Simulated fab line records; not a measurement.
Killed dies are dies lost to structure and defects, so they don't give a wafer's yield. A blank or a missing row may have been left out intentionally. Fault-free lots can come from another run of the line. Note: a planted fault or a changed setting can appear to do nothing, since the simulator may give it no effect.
fab line records ; flow nand-harc ; part 1 of 2: steps 1 to 4 of 6
[record] lots = 24; wafers = 72; last-day = 24
route steps=1159 shown P_M2@335 P_BONDPAD@367 A_ZERO_WELL@411
lots that met no fault: from a run of the same line without faults
start-h: the number of hours between the record's first day and the start of the first shown wafer of the lot ; wait-h: how many hours have passed since the lot's step before this one ; " identical to the entry in the row above ; L1.1+2: several wafers, shown together as one row ; - no value, or no start given ; * or withheld: withheld ; < > ~ a bound
route shown NAME@n: NAME is a module with steps in the file, n the number in the route of the first one ; usual: mean and standard deviation over wafers with no fault ; same: alike in all rows ; chamber/n: place in a boat ; sites: the reading at each site ; _std_site: standard deviation of those values ; _edge_site: inner sites' mean taken away from outer sites' mean ; radius-mm: how far each site lies from the wafer's centre ; mask NAME#n: copy n ; behind: the tool/chamber that last shaped the wafer ; hold: why the lot went on hold/how many hours it stayed there/how the hold came to an end ; device: names the non-switching transistor (n, p or np) ; end of line: the same wafers' tests at the end of the route ; where a step has no rows: the recipe by itself ; killed: count of dies lost to structure and defects at first sort (not the wafer's yield) ; map: the dies of a wafer, with x for killed, . for not killed, _ for no die there
set.NAME: the setting that was run; set.NAME@STEP: the one run at that earlier step ; model.NAME: the simulator's own value behind a step, which no gauge read
the route's steps for a sample of lots (tables are steps, rows are wafers)
services: from which hour (start-h, from the record's first day; less than 0 if before it) a tool's chamber was out of use, for how many hours, and why
[[steps]]
[step NHARC_P_M2_STRIP_18]
[recipe] power-w = 1000; n2-flow-sccm = 150; h2-flow-sccm = 150; ar-flow-sccm = 0; bias-w = 0; chemistry = N2/H2
[usual] drypump-motor-current-A = 5.7/0.35; n2-flow-sccm = 150.0/0.45; oes-product-au = 1.001/0.012; rf-vpp-V = 90.5/1.1; showerhead-plenum-p-Torr = 2.01/0.1; throttle-valve-pct = 14.171/0.009
lot.wafer;tool;chamber;start-h;wait-h;drypump-motor-current-A;n2-flow-sccm;oes-product-au;rf-hours-counter-h;rf-vpp-V;showerhead-plenum-p-Torr;throttle-valve-pct
L074.4;rie-diel-11;0;145.23;0.1;5.6;149.2;0.996;4;89.3;1.90;14.173
L074.2;rie-diel-11;1;145.23;0.1;5.5;150.0;1.022;4;89.5;2.06;14.168
L074.3;rie-diel-11;3;145.23;0.1;6.1;150.0;0.991;4;92.4;2.19;14.174
L076.1;rie-diel-11;0;146.01;0.2;5.6;149.0;1.001;4;91.0;1.90;14.162
L076.5;rie-diel-11;1;146.01;0.2;5.5;148.7;1.018;-;91.2;2.06;14.179
L076.6;rie-diel-11;2;146.01;0.2;5.6;150.2;1.005;-;91.0;1.93;14.158
L075.4;rie-diel-11;0;146.43;0.1;5.6;149.7;1.001;4;89.1;1.90;14.169
L075.3;rie-diel-11;1;146.43;0.1;5.5;150.4;1.029;4;92.8;2.06;14.168
L075.6;rie-diel-11;0;146.43;0.1;5.6;149.7;1.011;-;89.7;1.90;14.156
L077.1;rie-diel-11;3;146.73;0.1;6.1;149.6;0.999;4;91.6;2.19;14.175
L077.5;rie-diel-11;3;146.73;0.1;6.1;149.6;1.002;-;91.8;2.19;14.167
L077.6;rie-diel-11;0;146.73;0.1;5.6;149.6;1.003;-;89.5;1.90;14.184
L078.1;rie-diel-13;0;152.39;0.1;5.2;149.7;0.998;8;88.7;1.94;14.169
L078.4;rie-diel-13;1;152.39;0.1;5.5;149.5;1.001;8;88.8;1.96;14.184
L078.2;rie-diel-13;3;152.39;0.1;5.9;149.5;1.009;8;90.7;2.11;14.176
L079.2;rie-diel-11;3;156.79;0.1;6.1;150.2;0.999;4;91.7;2.19;14.177
L079.1;rie-diel-11;0;156.79;0.1;5.6;150.0;1.000;4;89.3;1.90;14.178
L079.6;rie-diel-11;3;156.79;0.1;6.1;150.3;0.995;-;91.5;2.19;14.174
L080.1;rie-diel-01;1;161.81;0.1;5.1;149.3;0.993;8;90.1;1.94;14.187
L080.3;rie-diel-01;2;161.81;0.1;6.0;150.6;0.989;7;90.1;2.11;14.160
L080.6;rie-diel-01;2;161.81;0.1;6.0;150.9;0.981;-;92.3;2.11;14.164
L081.1;rie-diel-11;2;163.19;0.1;5.6;149.6;1.014;4;88.9;1.93;14.166
L081.2;rie-diel-11;3;163.19;0.1;6.1;150.8;0.990;5;91.9;2.19;14.166
L081.6;rie-diel-11;0;163.19;0.1;5.6;149.9;0.993;-;90.5;1.90;14.174
L082.3;rie-diel-11;1;181.68;0.1;5.5;150.2;1.015;5;90.6;2.06;14.164
L082.2;rie-diel-11;2;181.68;0.1;5.6;150.0;1.021;5;90.6;1.93;14.187
L082.6;rie-diel-11;2;181.68;0.1;5.6;150.2;1.010;-;89.4;1.93;14.188
L084.2;rie-diel-11;2;187.26;0.1;5.6;150.3;1.016;5;90.9;1.93;14.183
L084.1;rie-diel-11;0;187.26;0.1;5.6;150.3;0.988;5;88.5;1.90;14.161
L084.5;rie-diel-11;2;187.26;0.1;5.6;150.4;1.021;-;88.0;1.93;14.171
L083.3;rie-diel-13;3;195.24;0.1;5.9;150.4;1.009;17;92.0;2.10;14.178
L083.1;rie-diel-13;0;195.24;0.1;5.2;149.9;0.994;16;90.0;1.94;14.169
L083.6;rie-diel-13;1;195.24;0.1;5.4;149.8;0.986;-;88.2;1.96;14.169
L085.1;rie-diel-11;3;202.64;0.1;6.1;150.1;0.982;0;90.9;2.19;14.156
L085.4;rie-diel-11;0;202.64;0.1;5.6;150.6;1.009;0;89.7;1.90;14.176
L085.6;rie-diel-11;3;202.64;0.1;6.1;150.2;0.991;-;91.1;2.19;14.176
L088.2;rie-diel-13;0;203.15;0.1;5.2;149.8;0.991;19;87.8;1.94;14.173
L088.3;rie-diel-13;1;203.15;0.1;5.4;150.5;0.993;18;89.6;1.95;14.166
L088.6;rie-diel-13;0;203.15;0.1;5.2;150.7;0.992;-;89.7;1.94;14.169
L086.1;rie-diel-11;1;203.71;0.1;5.5;149.6;1.015;0;91.5;2.06;14.164
L086.5;rie-diel-11;3;203.71;0.1;6.1;149.2;0.987;-;91.7;2.19;14.188
L086.6;rie-diel-11;0;203.71;0.1;5.6;150.5;1.005;-;90.4;1.90;14.158
L087.3;rie-diel-11;1;216.48;0.1;5.5;150.3;1.013;1;92.3;2.06;14.185
L087.1;rie-diel-11;3;216.48;0.1;6.1;150.0;0.997;1;91.8;2.19;14.166
L087.4;rie-diel-11;0;216.48;0.1;5.6;150.2;1.014;1;91.0;1.90;14.190
L089.1;rie-diel-13;2;221.65;0.1;6.0;150.2;1.008;22;91.7;1.96;14.182
L089.6;rie-diel-13;3;221.65;0.1;6.0;150.0;1.008;-;91.5;2.10;14.166
L089.5;rie-diel-13;0;221.65;0.1;5.2;149.8;1.000;-;88.1;1.94;14.173
L090.4;rie-diel-01;0;223.45;0.1;6.7;149.9;1.000;30;89.3;1.91;14.173
L090.6;rie-diel-01;0;223.45;0.1;6.7;150.8;0.997;-;89.8;1.91;14.143
L090.5;rie-diel-01;1;223.45;0.1;5.1;150.3;0.998;-;91.4;1.94;14.154
L091.3;rie-diel-11;3;233.66;0.1;6.1;150.4;0.998;1;90.6;2.19;14.159
L091.1;rie-diel-11;0;233.66;0.1;5.6;149.4;1.005;1;89.5;1.90;14.166
L091.4;rie-diel-11;2;233.66;0.1;5.6;149.6;1.005;2;90.4;1.93;14.170
L092.4;rie-diel-11;0;234.30;0.1;5.6;149.6;1.004;2;90.4;1.90;14.169
L092.5;rie-diel-11;3;234.30;0.1;6.1;149.9;0.988;-;92.1;2.19;14.165
L092.6;rie-diel-11;0;234.30;0.1;5.6;149.8;1.008;-;89.7;1.90;14.153
L093.3;rie-diel-01;2;241.78;0.1;6.0;150.8;0.983;35;91.6;2.11;14.180
L093.1;rie-diel-01;3;241.78;0.1;5.4;149.6;0.981;34;90.8;2.01;14.173
L093.4;rie-diel-01;0;241.78;0.1;6.7;149.9;1.009;38;89.6;1.90;14.191
L094.4;rie-diel-01;1;242.19;0.1;5.1;149.6;0.994;39;90.4;1.93;14.170
L094.5;rie-diel-01;1;242.19;0.1;5.1;150.4;1.000;-;88.9;1.93;14.184
L094.6;rie-diel-01;2;242.19;0.1;6.0;150.1;1.000;-;91.0;2.10;14.170
L095.1;rie-diel-13;2;259.84;0.1;6.0;149.8;1.000;29;90.9;1.96;14.171
L095.2;rie-diel-13;0;259.84;0.1;5.2;150.6;0.988;29;88.6;1.93;14.180
L095.4;rie-diel-13;1;259.84;0.1;5.5;149.8;0.985;29;91.2;1.95;14.171
L096.3;rie-diel-13;1;260.24;0.1;5.5;149.5;0.977;29;91.1;1.95;14.184
L096.4;rie-diel-13;0;260.24;0.1;5.2;149.8;1.002;29;88.7;1.93;14.157
L096.6;rie-diel-13;1;260.24;0.1;5.4;150.2;0.981;-;89.3;1.95;14.174
L097.4;rie-diel-11;1;267.29;0.1;5.5;150.7;1.011;2;90.5;2.06;14.170
L097.1;rie-diel-11;2;267.29;0.1;5.6;149.9;0.998;2;89.8;1.93;14.180
L097.2;rie-diel-11;3;267.29;0.1;6.1;150.2;0.996;2;90.6;2.19;14.170
[step NHARC_P_M2_ETCH_28]
[recipe] target-depth-a = 300; over-etch-frac = 0.3; time-s = 72.99; ion-energy-ev = 150; cf4-flow-sccm = 50; n2-flow-sccm = 100; ar-flow-sccm = 150; rf-w = 300; bias-w = 100; chemistry = CF4/N2
[usual] drypump-motor-current-A = 5.7/0.35; n2-flow-sccm = 99.9/0.34; oes-product-au = 1.001/0.012; rf-vpp-V = 313.6/2.2; showerhead-plenum-p-Torr = 2.59/0.12; throttle-valve-pct = 19.795/0.0091
lot.wafer;tool;chamber;start-h;wait-h;drypump-motor-current-A;n2-flow-sccm;oes-product-au;rf-hours-counter-h;rf-vpp-V;showerhead-plenum-p-Torr;throttle-valve-pct
L074.3;rie-diel-11;1;-;-;5.5;99.6;1.018;4;314.0;2.65;19.796
L074.2;rie-diel-11;2;-;-;5.6;100.4;1.020;4;312.4;2.49;19.802
L074.4;rie-diel-11;3;-;-;6.1;100.3;0.998;4;317.5;2.81;19.800
L076.1;rie-diel-11;0;-;-;5.6;99.8;0.999;4;310.3;2.46;19.794
L076.6;rie-diel-11;0;-;-;5.6;99.6;1.001;-;311.0;2.46;19.806
L076.5;rie-diel-11;1;-;-;5.5;100.2;1.011;-;313.8;2.65;19.798
L075.3;rie-diel-11;2;-;-;5.6;100.2;1.020;4;311.0;2.49;19.800
L075.4;rie-diel-11;3;-;-;6.1;99.7;0.993;4;318.5;2.81;19.780
L075.6;rie-diel-11;1;-;-;5.5;99.8;1.012;-;315.3;2.65;19.786
L077.1;rie-diel-11;0;-;-;5.6;99.9;1.001;4;311.5;2.46;19.785
L077.6;rie-diel-11;3;-;-;6.1;100.4;0.995;-;318.4;2.81;19.797
L077.5;rie-diel-11;0;-;-;5.6;99.6;1.001;-;310.5;2.46;19.790
L078.2;rie-diel-13;2;-;-;5.9;100.3;1.003;8;313.1;2.54;19.785
L078.4;rie-diel-13;3;-;-;6.0;99.8;1.008;8;315.1;2.70;19.788
L078.1;rie-diel-13;0;-;-;5.2;99.2;1.000;8;312.8;2.51;19.806
L079.1;rie-diel-11;0;-;-;5.6;99.9;1.009;4;311.6;2.46;19.798
L079.2;rie-diel-11;2;-;-;5.6;100.2;1.006;4;312.2;2.49;19.793
L079.6;rie-diel-11;0;-;-;5.6;100.0;0.996;-;311.9;2.46;19.791
L080.1;rie-diel-01;1;-;-;5.1;99.6;0.998;8;312.3;2.51;19.786
L080.3;rie-diel-01;2;-;-;6.0;99.6;0.979;7;316.6;2.72;19.796
L080.6;rie-diel-01;1;-;-;5.1;100.0;1.005;-;312.5;2.51;19.799
L081.2;rie-diel-11;0;-;-;5.6;100.4;0.999;5;310.0;2.46;19.792
L081.1;rie-diel-11;1;-;-;5.5;100.2;1.022;5;314.5;2.65;19.807
L081.6;rie-diel-11;3;-;-;6.1;99.9;0.990;-;314.7;2.80;19.820
L082.2;rie-diel-11;3;-;-;6.1;100.3;0.988;5;317.6;2.80;19.798
L082.3;rie-diel-11;1;-;-;5.5;99.5;1.022;5;315.7;2.65;19.817
L082.6;rie-diel-11;0;-;-;5.6;99.8;0.990;-;311.3;2.46;19.805
L084.2;rie-diel-11;1;-;-;5.5;100.4;1.014;5;314.2;2.65;19.796
L084.1;rie-diel-11;3;-;-;6.1;100.4;0.991;5;316.8;2.80;19.805
L084.5;rie-diel-11;1;-;-;5.5;100.0;1.018;-;315.3;2.65;19.790
L083.1;rie-diel-13;1;-;-;5.5;100.0;0.987;16;312.0;2.53;19.801
L083.3;rie-diel-13;3;-;-;6.0;99.9;1.001;17;314.4;2.70;19.799
L083.6;rie-diel-13;2;-;-;6.0;99.6;0.997;-;315.3;2.54;19.787
L085.4;rie-diel-11;0;-;-;5.6;100.1;1.007;0;311.8;2.46;19.790
L085.1;rie-diel-11;1;-;-;5.5;99.9;1.002;0;314.8;2.65;19.794
L085.6;rie-diel-11;0;-;-;5.6;100.0;1.013;-;312.3;2.46;19.798
L088.3;rie-diel-13;2;-;-;5.9;100.2;1.007;19;313.3;2.54;19.794
L088.2;rie-diel-13;0;-;-;5.2;99.9;0.998;19;312.3;2.50;19.796
L088.6;rie-diel-13;3;-;-;6.0;99.4;0.997;-;316.6;2.70;19.805
L086.1;rie-diel-11;3;-;-;6.1;99.7;0.985;0;317.7;2.80;19.794
L086.6;rie-diel-11;2;-;-;5.6;99.4;1.001;-;311.8;2.49;19.792
L086.5;rie-diel-11;3;-;-;6.1;99.6;0.982;-;316.0;2.80;19.775
L087.1;rie-diel-11;2;-;-;5.6;100.0;1.005;1;311.3;2.49;19.804
L087.3;rie-diel-11;3;-;-;6.1;100.0;1.000;1;318.6;2.80;19.795
L087.4;rie-diel-11;0;-;-;5.6;100.5;1.008;1;310.9;2.46;19.805
L089.1;rie-diel-13;3;-;-;5.9;100.0;1.005;23;314.5;2.70;19.801
L089.6;rie-diel-13;1;-;-;5.4;100.7;0.979;-;310.7;2.52;19.804
L089.5;rie-diel-13;2;-;-;6.0;99.8;0.998;-;313.0;2.53;19.784
L090.4;rie-diel-01;3;-;-;5.3;100.0;0.979;28;313.5;2.59;19.789
L090.5;rie-diel-01;2;-;-;6.0;100.0;0.990;-;316.8;2.71;19.786
L090.6;rie-diel-01;3;-;-;5.3;99.9;0.994;-;315.1;2.59;19.783
L091.4;rie-diel-11;2;-;-;5.6;99.9;1.009;2;312.1;2.49;19.806
L091.3;rie-diel-11;3;-;-;6.1;99.9;0.989;1;318.1;2.80;19.791
L091.1;rie-diel-11;0;-;-;5.6;100.0;1.007;2;312.1;2.46;19.790
L092.4;rie-diel-11;1;-;-;5.5;100.2;1.016;2;314.3;2.65;19.795
L092.5;rie-diel-11;2;-;-;5.6;100.4;1.003;-;312.2;2.49;19.791
L092.6;rie-diel-11;3;-;-;6.1;99.7;0.995;-;317.6;2.80;19.793
L093.3;rie-diel-01;3;-;-;5.4;99.0;0.980;34;312.7;2.59;19.800
L093.1;rie-diel-01;0;-;-;6.7;99.8;1.004;38;312.4;2.46;19.795
L093.4;rie-diel-01;1;-;-;5.1;99.7;1.004;39;312.7;2.50;19.790
L094.4;rie-diel-01;1;-;-;5.1;100.2;1.011;39;311.6;2.50;19.806
L094.5;rie-diel-01;3;-;-;5.4;100.2;0.988;-;312.7;2.59;19.795
L094.6;rie-diel-01;0;-;-;6.7;100.1;1.009;-;311.5;2.46;19.786
L095.4;rie-diel-13;3;-;-;5.9;100.6;0.990;29;315.7;2.69;19.805
L095.1;rie-diel-13;0;-;-;5.2;100.2;1.001;29;312.7;2.50;19.783
L095.2;rie-diel-13;1;-;-;5.5;99.9;0.977;29;312.5;2.52;19.800
L096.4;rie-diel-13;2;-;-;6.0;99.6;1.012;29;312.4;2.53;19.792
L096.3;rie-diel-13;0;-;-;5.2;100.1;0.987;30;313.3;2.50;19.809
L096.6;rie-diel-13;2;-;-;6.0;99.6;0.998;-;312.8;2.53;19.795
L097.4;rie-diel-11;1;-;-;5.5;100.3;1.013;3;314.9;2.65;19.780
L097.1;rie-diel-11;3;-;-;6.1;99.3;0.981;2;317.4;2.80;19.791
L097.2;rie-diel-11;0;-;-;5.6;99.2;1.000;2;312.2;2.46;19.800
[step NHARC_P_M2_PVD_21]
[recipe] target-thk-a = 300; chamber-pressure-pa = 5; power-w = 5000; substrate-temp-c = 30; time-s = 20.49; material = Cu
[usual] throttle-valve-pct = 30.3/0.68
lot.wafer;tool;chamber;start-h;wait-h;throttle-valve-pct
L074.4;pvd-sputter-02;-;-;-;29.0
L074.2;pvd-sputter-02;-;-;-;31.0
L074.3;pvd-sputter-02;-;-;-;29.7
L076.1;pvd-sputter-03;-;-;-;29.9
L076.5;pvd-sputter-03;-;-;-;30.5
L076.6;pvd-sputter-03;-;-;-;30.5
L075.3;pvd-sputter-02;-;-;-;30.9
L075.4;pvd-sputter-02;-;-;-;30.5
L075.6;pvd-sputter-02;-;-;-;29.6
L077.1;pvd-sputter-01;-;-;-;29.8
L077.5;pvd-sputter-01;-;-;-;30.4
L077.6;pvd-sputter-01;-;-;-;29.8
L078.4;pvd-sputter-01;-;-;-;30.0
L078.1;pvd-sputter-01;-;-;-;30.9
L078.2;pvd-sputter-01;-;-;-;30.1
L079.1;pvd-sputter-01;-;-;-;31.0
L079.2;pvd-sputter-01;-;-;-;30.1
L079.6;pvd-sputter-01;-;-;-;29.8
L080.3;pvd-sputter-03;-;-;-;30.2
L080.1;pvd-sputter-03;-;-;-;30.8
L080.6;pvd-sputter-03;-;-;-;30.0
L081.2;pvd-sputter-02;-;-;-;29.2
L081.1;pvd-sputter-02;-;-;-;30.9
L081.6;pvd-sputter-02;-;-;-;30.6
L082.2;pvd-sputter-01;-;-;-;30.8
L082.3;pvd-sputter-01;-;-;-;31.0
L082.6;pvd-sputter-01;-;-;-;30.7
L084.2;pvd-sputter-01;-;-;-;30.5
L084.1;pvd-sputter-01;-;-;-;30.9
L084.5;pvd-sputter-01;-;-;-;30.8
L083.3;pvd-sputter-02;-;-;-;30.9
L083.1;pvd-sputter-02;-;-;-;29.6
L083.6;pvd-sputter-02;-;-;-;30.8
L085.1;pvd-sputter-02;-;-;-;31.0
L085.4;pvd-sputter-02;-;-;-;29.3
L085.6;pvd-sputter-02;-;-;-;29.4
L088.3;pvd-sputter-01;-;-;-;30.8
L088.2;pvd-sputter-01;-;-;-;30.7
L088.6;pvd-sputter-01;-;-;-;31.1
L086.1;pvd-sputter-03;-;-;-;30.7
L086.5;pvd-sputter-03;-;-;-;29.1
L086.6;pvd-sputter-03;-;-;-;30.5
L087.4;pvd-sputter-01;-;-;-;30.6
L087.3;pvd-sputter-01;-;-;-;30.9
L087.1;pvd-sputter-01;-;-;-;30.8
L089.1;pvd-sputter-03;-;-;-;30.9
L089.5;pvd-sputter-03;-;-;-;30.8
L089.6;pvd-sputter-03;-;-;-;29.0
L090.4;pvd-sputter-01;-;-;-;30.8
L090.6;pvd-sputter-01;-;-;-;31.0
L090.5;pvd-sputter-01;-;-;-;31.0
L091.4;pvd-sputter-02;-;-;-;30.4
L091.1;pvd-sputter-02;-;-;-;29.9
L091.3;pvd-sputter-02;-;-;-;28.9
L092.4;pvd-sputter-02;-;-;-;29.0
L092.6;pvd-sputter-02;-;-;-;30.6
L092.5;pvd-sputter-02;-;-;-;30.4
L093.1;pvd-sputter-02;-;-;-;29.9
L093.3;pvd-sputter-02;-;-;-;30.4
L093.4;pvd-sputter-02;-;-;-;30.6
L094.4;pvd-sputter-03;-;-;-;29.0
L094.6;pvd-sputter-03;-;-;-;30.8
L094.5;pvd-sputter-03;-;-;-;29.0
L095.2;pvd-sputter-02;-;-;-;30.8
L095.4;pvd-sputter-02;-;-;-;30.3
L095.1;pvd-sputter-02;-;-;-;28.7
L096.3;pvd-sputter-03;-;-;-;30.1
L096.4;pvd-sputter-03;-;-;-;31.0
L096.6;pvd-sputter-03;-;-;-;30.2
L097.4;pvd-sputter-02;-;-;-;30.0
L097.2;pvd-sputter-02;-;-;-;28.8
L097.1;pvd-sputter-02;-;-;-;30.2
[step NHARC_P_M2_CMP_23]
[recipe] t-overpolish-s = 20; target-thk-nm = 144.3
[usual] motor-current-A = 12.6/1; time-to-endpoint-s = 30.1/2.7
[same] t-overpolish-s = 20
lot.wafer;tool;chamber;start-h;wait-h;motor-current-A;time-to-endpoint-s
L074.3;cmp-01;3;146.98;-;13.1;29.7
L074.2;cmp-01;0;146.98;-;14.6;33.0
L074.4;cmp-01;1;146.98;-;12.1;33.6
L076.1;cmp-03;1;147.69;-;13.1;27.8
L076.6;cmp-03;0;147.69;-;12.3;30.1
L076.5;cmp-03;1;147.69;-;12.5;28.1
L077.1;cmp-01;2;148.53;-;11.8;25.9
L077.5;cmp-01;3;148.53;-;12.7;31.3
L077.6;cmp-01;0;148.53;-;14.9;31.4
L075.4;cmp-04;1;148.53;-;11.8;29.6
L075.3;cmp-04;2;148.53;-;12.2;30.1
L075.6;cmp-04;0;148.53;-;13.5;32.3
L078.2;cmp-03;0;154.12;-;12.2;27.8
L078.4;cmp-03;1;154.12;-;12.8;25.0
L078.1;cmp-03;3;154.12;-;11.1;28.8
L079.2;cmp-01;2;158.51;-;12.5;26.9
L079.1;cmp-01;3;158.51;-;13.6;32.0
L079.6;cmp-01;2;158.51;-;11.9;26.9
L080.1;cmp-04;2;163.56;-;12.4;29.9
L080.3;cmp-04;3;163.56;-;11.8;29.0
L080.6;cmp-04;1;163.56;-;11.2;29.7
L081.2;cmp-01;0;164.96;-;13.7;31.8
L081.1;cmp-01;1;164.96;-;11.6;33.4
L081.6;cmp-01;3;164.96;-;13.0;33.0
L082.2;cmp-01;1;183.94;-;11.9;33.3
L082.3;cmp-01;3;183.94;-;13.2;34.0
L082.6;cmp-01;0;183.94;-;14.2;31.6
L084.1;cmp-01;1;188.99;-;11.4;28.6
L084.2;cmp-01;2;188.99;-;12.0;30.4
L084.5;cmp-01;0;188.99;-;14.6;31.7
L083.1;cmp-04;0;196.91;-;13.3;33.6
L083.3;cmp-04;1;196.91;-;11.1;29.9
L083.6;cmp-04;1;196.91;-;10.9;27.8
L085.4;cmp-01;3;204.33;-;13.7;31.1
L085.1;cmp-01;1;204.33;-;12.0;30.0
L085.6;cmp-01;3;204.33;-;13.3;31.6
L088.3;cmp-01;3;204.85;-;12.9;31.5
L088.2;cmp-01;0;204.85;-;13.9;31.5
L088.6;cmp-01;0;204.85;-;14.2;34.1
L086.1;cmp-03;2;205.39;-;12.6;33.4
L086.6;cmp-03;2;205.39;-;12.7;33.2
L086.5;cmp-03;3;205.39;-;11.1;30.7
L087.4;cmp-04;2;218.22;-;12.1;26.3
L087.3;cmp-04;0;218.22;-;13.4;28.4
L087.1;cmp-04;1;218.22;-;11.3;27.2
L089.1;cmp-01;1;223.35;-;11.2;32.2
L089.5;cmp-01;3;223.35;-;13.5;30.8
L089.6;cmp-01;0;223.35;-;14.6;33.9
L090.4;cmp-01;3;225.39;-;13.4;29.6
L090.5;cmp-01;0;225.39;-;14.0;28.1
L090.6;cmp-01;1;225.39;-;11.1;30.0
L091.1;cmp-03;2;235.68;-;12.8;31.3
L091.4;cmp-03;3;235.68;-;11.2;28.6
L091.3;cmp-03;1;235.68;-;13.5;23.6
L092.4;cmp-01;0;236.23;-;14.1;28.7
L092.5;cmp-01;2;236.23;-;12.1;24.3
L092.6;cmp-01;3;236.23;-;13.5;29.1
L093.1;cmp-03;2;243.53;-;12.0;29.5
L093.3;cmp-03;3;243.53;-;11.3;28.9
L093.4;cmp-03;1;243.53;-;13.3;24.9
L094.4;cmp-04;2;244.00;-;12.4;31.2
L094.6;cmp-04;3;244.00;-;11.6;30.4
L094.5;cmp-04;0;244.00;-;13.0;33.0
L095.2;cmp-01;2;261.56;-;12.0;25.1
L095.1;cmp-01;3;261.56;-;13.1;31.8
L095.4;cmp-01;0;261.56;-;14.7;28.6
L096.3;cmp-01;0;262.16;-;14.9;32.9
L096.4;cmp-01;1;262.16;-;11.9;32.7
L096.6;cmp-01;1;262.16;-;11.5;31.9
L097.1;cmp-03;0;269.04;-;11.7;27.3
L097.2;cmp-03;1;269.04;-;12.9;24.3
L097.4;cmp-03;2;269.04;-;12.2;33.3
